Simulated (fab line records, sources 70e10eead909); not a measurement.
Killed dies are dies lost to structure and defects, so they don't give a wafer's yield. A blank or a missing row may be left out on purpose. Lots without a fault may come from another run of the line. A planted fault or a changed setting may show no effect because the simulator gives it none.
fab line records | flow nand_harc
record lots=11 wafers=33 last_day=32
route steps=1302 shown A_CHANNEL_HOLE_D2@586 A_CHANNEL_FILL_D2@615
lots that met no fault: from a run of the same line without faults
start_h: hours from the record's first day to the start of the lot's first wafer shown | wait_h: hours since the lot's step before | " the same as in the row above | L1.1+2: a row that stands for several wafers | - no value, or no start given | * or withheld: withheld | < > ~ a bound
route shown NAME@n: a module of which the file shows steps, and the number in the route of the first | usual: mean/standard deviation of fault-free wafers | same: alike in all rows | chamber/n: place in a boat | sites: the reading at each site | _std_site: their standard deviation | _edge_site: outer sites' mean less inner sites' | radius_mm: how far each site lies from the wafer's centre | mask NAME#n: copy n | behind: the tool/chamber that last shaped the wafer | hold: why the lot was held/for how many hours/how that ended | device: the transistor (n, p or np) that didn't switch | end of line: the same wafers' tests at the end of the route | a step without rows: its recipe alone | killed: dies lost to structure and defects at the first sort, not the wafer's yield | map: a wafer's dies, x killed, . not, _ none there
set.NAME: the setting as run; set.NAME@STEP: as run at that earlier step | model.NAME: the simulator's own value behind a step, which no gauge read
steps of the route over a sample of lots; a table a step, a row a wafer
services: from which hour (start_h, from the record's first day; less than 0 if before it) a tool's chamber was out of use, for how many hours, and why
## steps
# step NHARC_A_CHANNEL_HOLE_D2_ETCH_38
# recipe target_depth_a=390 over_etch_frac=0.3 time_s=65 ion_energy_ev=80 cf4_flow_sccm=150 ar_flow_sccm=0 rf_w=300 bias_w=100 chemistry=CF4
# usual drypump_motor_current_A=5.8/0.37 oes_product_au=0.999/0.013 rf_vpp_V=151.3/1 showerhead_plenum_p_Torr=1.77/0.04 throttle_valve_pct=13.284/0.0086
# columns lot.wafer tool chamber start_h wait_h drypump_motor_current_A oes_product_au rf_hours_counter_h rf_vpp_V showerhead_plenum_p_Torr throttle_valve_pct
L336.2 rie_diel-09 1 291.44 0.1 6.2 0.976 6.1 150.5 1.79 13.270
L336.5 " 2 " " 6.0 0.992 - 151.4 1.83 13.284
L336.6 " 3 " " 6.3 1.025 - 152.3 1.76 13.269
L335.3 rie_diel-09 1 292.85 0.1 6.2 0.980 6.7 152.1 1.79 13.290
L335.2 " 2 " " 6.0 0.995 6.7 151.0 1.83 13.274
L335.4 " 0 " " 5.6 0.980 6.9 150.9 1.70 13.303
L337.3 rie_diel-12 0 311.29 0.1 5.6 0.985 1.3 150.7 1.82 13.277
L337.2 " 3 " " 6.6 0.993 1.9 152.8 1.76 13.279
L337.6 " 0 " " 5.6 0.997 - 152.0 1.82 13.278
L338.3 rie_diel-02 1 325.48 0.1 5.5 1.010 4.3 152.1 1.78 13.290
L338.2 " 2 " " 5.5 1.006 4.9 151.3 1.80 13.296
L338.4 " 3 " " 6.0 1.018 4.7 150.7 1.73 13.275
L339.4 rie_diel-12 2 325.69 0.1 5.2 1.006 4.0 150.5 1.72 13.286
L339.3 " 3 " " 6.7 0.995 3.7 150.2 1.76 13.297
L339.6 " 1 " " 5.9 1.008 - 151.1 1.74 13.285
L341.2 rie_diel-09 3 358.56 0.1 6.3 1.000 1.4 151.6 1.76 13.272
L341.3 " 2 " " 6.0 1.007 1.5 152.1 1.83 13.284
L341.5 " 3 " " 6.3 1.002 - 151.6 1.76 13.276
L345.4 rie_diel-02 1 382.92 0.1 5.5 1.006 7.5 151.4 1.78 13.269
L345.1 " 3 " " 5.9 1.006 7.7 151.4 1.73 13.274
L345.3 " 0 " " 5.6 1.001 7.2 152.7 1.81 13.275
L350.4 rie_diel-09 2 447.60 0.1 6.0 0.991 7.1 150.2 1.82 13.285
L350.5 " 2 " " 5.9 0.995 - 152.2 1.82 13.274
L350.6 " 3 " " 6.3 1.000 - 150.1 1.76 13.284
L353.3 rie_diel-09 3 473.91 0.1 6.3 1.004 9.6 149.6 1.76 13.290
L353.1 " 1 " " 6.2 0.978 8.9 151.2 1.79 13.277
L353.5 " 2 " " 6.0 0.996 - 151.8 1.82 13.296
L357.3 rie_diel-12 1 500.57 0.1 5.9 1.001 2.2 149.8 1.74 13.292
L357.6 " 2 " " 5.2 1.009 - 150.5 1.72 13.283
L357.5 " 3 " " 6.7 1.008 - 151.9 1.76 13.295
L355.4 rie_diel-12 1 500.96 0.1 5.9 1.012 2.4 151.0 1.74 13.273
L355.1 " 2 " " 5.2 1.016 2.4 150.6 1.71 13.298
L355.3 " 3 " " 6.6 1.006 3.2 150.3 1.76 13.274
# step NHARC_A_CHANNEL_HOLE_D2_ETCH_22
# recipe bias_v=3000 source_w=withheld pressure_mtorr=20 time_s=666.7 ar_flow_sccm=375 c4f8_flow_sccm=89.3 o2_flow_sccm=35.7 temp_c=-20 target_depth_a=16000 chemistry=C4F8/O2/Ar
# usual c4f8_flow_sccm=89.33/0.27 drypump_motor_current_A=6.0/0.46 showerhead_plenum_p_Torr=3.62/0.14 throttle_valve_pct=32.156/0.0096
# columns lot.wafer tool chamber start_h wait_h c4f8_flow_sccm drypump_motor_current_A rf_hours_counter_h showerhead_plenum_p_Torr throttle_valve_pct
L336.2 har_etch-02 0 293.39 0.4 89.84 5.5 348 3.65 32.147
L336.6 " 0 " " 89.19 5.5 - 3.65 32.146
L336.5 " 1 " " 89.83 5.7 - 3.51 32.155
L335.2 har_etch-02 0 297.58 0.4 89.72 5.5 352 3.65 32.162
L335.3 " 0 " " 89.27 5.5 - 3.65 32.166
L335.4 " 1 " " 89.34 5.6 - 3.51 32.142
L337.2 har_etch-02 1 313.24 0.4 89.16 5.6 360 3.50 32.140
L337.3 " 0 " " 89.29 5.5 - 3.64 32.146
L337.6 " 0 " " 89.54 5.5 - 3.64 32.159
L338.2 har_etch-02 1 329.42 0.4 89.37 5.6 371 3.50 32.162
L338.4 " 1 " " 89.59 5.6 - 3.50 32.167
L338.3 " 0 " " 88.98 5.5 - 3.64 32.158
L339.3 har_etch-01 1 333.01 0.4 89.28 6.4 - 3.68 32.149
L339.4 " 0 " " 89.48 6.5 - 3.50 32.143
L339.6 " 0 " " 89.48 6.5 - 3.50 32.172
L341.2 har_etch-01 0 360.62 0.4 89.13 6.6 192 3.49 32.158
L341.3 " 0 " " 89.51 6.6 - 3.49 32.166
L341.5 " 1 " " 88.73 6.4 - 3.68 32.142
L345.1 har_etch-01 0 384.98 0.4 89.07 6.5 208 3.48 32.159
L345.3 " 1 " " 88.70 6.4 - 3.67 32.165
L345.4 " 0 " " 89.12 6.6 - 3.48 32.146
L350.4 har_etch-02 1 449.84 0.4 89.87 5.6 - 3.91 32.145
L350.5 " 0 " " 89.55 5.5 - 3.61 32.151
L350.6 " 1 " " 89.57 5.6 - 3.91 32.152
L353.1 har_etch-02 0 477.04 0.4 89.17 5.5 50 3.60 32.165
L353.3 " 1 " " 89.57 5.7 - 3.90 32.144
L353.5 " 0 " " 89.01 5.5 - 3.60 32.161
L357.3 har_etch-01 1 502.73 0.4 89.20 6.4 - 3.63 32.179
L357.5 " 1 " " 89.49 6.4 - 3.63 32.151
L357.6 " 0 " " 89.42 6.6 - 3.45 32.163
L355.1 har_etch-01 1 506.80 0.4 89.41 6.4 284 3.63 32.147
L355.4 " 0 " " 89.38 6.5 - 3.44 32.147
L355.3 " 1 " " 89.42 6.4 - 3.63 32.145
# step NHARC_A_CHANNEL_HOLE_D2_ETCH_27
# recipe bias_v=400 source_w=2000 pressure_mtorr=25 time_s=90 ar_flow_sccm=375 c4f8_flow_sccm=41.7 o2_flow_sccm=83.3 temp_c=-20 target_depth_a=4000 chemistry=C4F8/O2/Ar
# usual c4f8_flow_sccm=41.71/0.12 drypump_motor_current_A=6.0/0.46 showerhead_plenum_p_Torr=3.66/0.14 throttle_valve_pct=27.619/0.0094
# columns lot.wafer tool chamber start_h wait_h c4f8_flow_sccm drypump_motor_current_A rf_hours_counter_h showerhead_plenum_p_Torr throttle_valve_pct
L336.2 har_etch-02 0 296.53 0.2 41.44 5.5 351 3.69 27.619
L336.6 " 0 " " 41.63 5.5 - 3.69 27.614
L336.5 " 1 " " 41.80 5.7 - 3.54 27.628
L335.2 har_etch-02 0 300.69 0.2 41.83 5.5 355 3.68 27.623
L335.3 " 0 " " 41.77 5.5 - 3.68 27.616
L335.4 " 1 " " 41.58 5.6 - 3.54 27.619
L337.2 har_etch-02 1 316.35 0.2 41.76 5.7 363 3.53 27.616
L337.3 " 0 " " 41.85 5.5 - 3.68 27.633
L337.6 " 0 " " 41.77 5.5 - 3.68 27.623
L338.2 har_etch-02 1 332.56 0.2 41.60 5.6 374 3.53 27.623
L338.4 " 1 " " 41.69 5.6 - 3.53 27.625
L338.3 " 0 " " 41.64 5.5 - 3.67 27.627
L339.3 har_etch-01 1 336.00 0.2 41.61 6.4 - 3.72 27.621
L339.4 " 0 " " 41.71 6.5 - 3.53 27.623
L339.6 " 0 " " 41.70 6.5 - 3.53 27.614
L341.2 har_etch-01 0 363.67 0.2 41.68 6.5 195 3.52 27.632
L341.3 " 0 " " 41.55 6.5 - 3.52 27.613
L341.5 " 1 " " 41.49 6.4 - 3.71 27.589
L345.1 har_etch-01 0 388.05 0.2 41.55 6.5 211 3.52 27.610
L345.3 " 1 " " 41.64 6.4 - 3.70 27.619
L345.4 " 0 " " 41.61 6.5 - 3.52 27.616
L350.4 har_etch-02 1 452.76 0.2 41.72 5.6 - 3.96 27.615
L350.5 " 0 " " 41.84 5.5 - 3.64 27.616
L350.6 " 1 " " 41.64 5.6 - 3.96 27.605
L353.1 har_etch-02 0 480.16 0.2 41.71 5.5 53 3.63 27.615
L353.3 " 1 " " 41.72 5.6 - 3.95 27.613
L353.5 " 0 " " 41.70 5.5 - 3.63 27.623
L357.3 har_etch-01 1 505.72 0.2 41.64 6.4 - 3.66 27.619
L357.5 " 1 " " 41.68 6.4 - 3.66 27.622
L357.6 " 0 " " 41.87 6.6 - 3.48 27.619
L355.1 har_etch-01 1 509.86 0.2 41.87 6.4 287 3.66 27.622
L355.4 " 0 " " 41.98 6.6 - 3.48 27.617
L355.3 " 1 " " 41.73 6.4 - 3.66 27.611
# step NHARC_A_CHANNEL_HOLE_D2_XSEM_32
# recipe landing_energy_ev=35000
# usual bot_cd_nm=74.6/1.7 bow_nm=8.59/0.23 tilt_deg=0.08/0.043
# same landing_energy_ev=35000
# columns lot.wafer tool chamber start_h wait_h bot_cd_nm bow_nm tilt_deg
L336.2 xsem-02 0 298.17 0.1 75.4 8.78 0.06
L336.5 " 0 " " 75.3 8.95 0.06
L336.6 " 0 " " 73.6 8.91 0.06
L335.2 xsem-02 0 302.79 0.1 73.6 8.84 0.06
L335.3 " 0 " " 78.2 8.81 0.06
L335.4 " 0 " " 78.1 8.82 0.06
L337.2 xsem-02 0 317.99 0.1 76.6 8.87 0.02
L337.3 " 0 " " 72.6 8.89 0.02
L337.6 " 0 " " 74.6 8.87 0.02
L338.2 xsem-02 0 334.37 0.1 73.9 8.27 0.14
L338.3 " 0 " " 74.9 8.27 0.13
L338.4 " 0 " " 73.3 8.29 0.14
L339.3 xsem-01 0 337.74 0.1 70.7 8.49 0.05
L339.4 " 0 " " 72.4 8.46 0.05
L339.6 " 0 " " 72.2 8.45 0.05
L341.2 xsem-02 0 365.30 0.1 76.3 8.37 0.05
L341.3 " 0 " " 74.3 8.36 0.05
L341.5 " 0 " " 77.0 8.40 0.05
L345.1 xsem-01 0 389.68 0.1 73.5 8.46 0.04
L345.3 " 0 " " 75.5 8.43 0.04
L345.4 " 0 " " 77.6 8.52 0.04
L350.4 xsem-02 0 454.32 0.1 76.6 8.03 0.06
L350.5 " 0 " " 74.0 12.38 0.06
L350.6 " 0 " " 77.7 7.99 0.06
L353.1 xsem-02 0 481.80 0.1 76.6 13.28 0.08
L353.3 " 0 " " 73.9 8.66 0.08
L353.5 " 0 " " 74.7 13.18 0.08
L357.3 xsem-02 0 507.30 0.1 76.3 8.62 0.04
L357.5 " 0 " " 75.4 8.67 0.04
L357.6 " 0 " " 77.8 8.66 0.04
L355.1 xsem-02 0 511.47 0.1 75.0 8.25 0.05
L355.3 " 0 " " 75.2 8.32 0.05
L355.4 " 0 " " 72.8 8.42 0.05
# step NHARC_A_CHANNEL_FILL_D2_ALD_15
# recipe target_thk_a=20 pulse_time_s=60 ald_cycles=19 temp_c=630 pressure_torr=2 material=SiNx
# usual precursor_pulse_height_rel=0.996/0.018
# columns lot.wafer tool chamber start_h wait_h precursor_pulse_height_rel
L336.2 ald_sin_batch-03 0 - - 1.010
L336.5 " 0 " " 0.954
L336.6 " 0 " " 1.008
L335.2 ald_sin_batch-02 0 - - 0.963
L335.3 " 0 " " 1.026
L335.4 " 0 " " 0.985
L337.2 ald_sin_batch-01 0 - - 0.998
L337.3 " 0 " " 0.979
L337.6 " 0 " " 0.999
L338.2 ald_sin_batch-03 0 - - 0.988
L338.3 " 0 " " 1.007
L338.4 " 0 " " 1.000
L339.3 ald_sin_batch-03 0 - - 1.017
L339.4 " 0 " " 1.040
L339.6 " 0 " " 0.985
L341.2 ald_sin_batch-02 0 - - 1.008
L341.3 " 0 " " 0.990
L341.5 " 0 " " 0.991
L345.1 ald_sin_batch-02 0 - - 1.013
L345.3 " 0 " " 1.011
L345.4 " 0 " " 0.983
L350.4 ald_sin_batch-03 0 - - 1.011
L350.5 " 0 " " 1.015
L350.6 " 0 " " 1.018
L353.1 ald_sin_batch-02 0 - - 1.009
L353.3 " 0 " " 0.993
L353.5 " 0 " " 0.997
L357.3 ald_sin_batch-02 0 - - 1.000
L357.5 " 0 " " 1.017
L357.6 " 0 " " 1.002
L355.1 ald_sin_batch-02 0 - - 1.003
L355.3 " 0 " " 0.981
L355.4 " 0 " " 1.009
## services
# columns tool chamber start_h hours kind
rie_diel-12 - 268.40 9.0 pm
rie_diel-09 1 278.84 10.1 repair
rie_diel-02 1 311.72 13.4 repair
rie_diel-09 - 320.10 9.0 pm
rie_diel-12 - 328.39 0.2 repair
rie_diel-12 0 360.44 36.9 repair
xsem-01 - 374.00 14.0 pm
rie_diel-09 3 376.95 15.9 repair
har_etch-02 - 377.00 17.0 pm
har_etch-02 0 377.00 17.0 vent_cycle
har_etch-02 1 377.00 17.0 vent_cycle
rie_diel-02 - 393.77 9.0 pm
har_etch-02 0 394.00 - clean
har_etch-02 0 394.00 - consumable_replace:focus_ring
rie_diel-12 0 401.27 20.3 repair
rie_diel-09 1 423.97 8.8 repair
rie_diel-09 2 425.46 6.1 repair
ald_sin_batch-03 - 433.07 12.4 repair
ald_sin_batch-02 - 441.96 4.9 repair
rie_diel-12 - 445.40 9.0 pm
rie_diel-12 2 477.75 9.0 repair
ald_sin_batch-01 - 489.44 67.1 repair
rie_diel-09 - 497.10 9.0 pm
rie_diel-12 1 503.73 2.2 repair
## key
first_sign step=NHARC_A_CHANNEL_HOLE_D2_XSEM_32 reading=bow_nm direction=up sigmas=19 usual=8.59 struck=12.95
effect none on later readings
met_at NHARC_A_CHANNEL_HOLE_D2_ETCH_22
struck_lots L350,L353
struck_wafers L350.5,L353.1,L353.5
tester_left_out L350,L353
not_acting_at NHARC_A_CHANNEL_HOLE_D2_ETCH_38,NHARC_A_CHANNEL_HOLE_D2_ETCH_27,NHARC_A_CHANNEL_FILL_D2_ALD_15
onset_between 329.42 449.84
fault kind=process_parameter_drift tool=har_etch-02 chamber=0 onset_h=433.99 steps=NHARC_A_CHANNEL_HOLE_D2_ETCH_22 channel=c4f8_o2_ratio offset=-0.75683 shape=step end_h=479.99 acts_in=these_recipes_only stated=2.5
# tester_left_out: of these lots the tester's yield and bins aren't shown, on N5 and GAA mostly nor the transistor test; their killed dies are dies lost to structure and defects alone, not to doping, threshold or leakage, so they don't give the yield
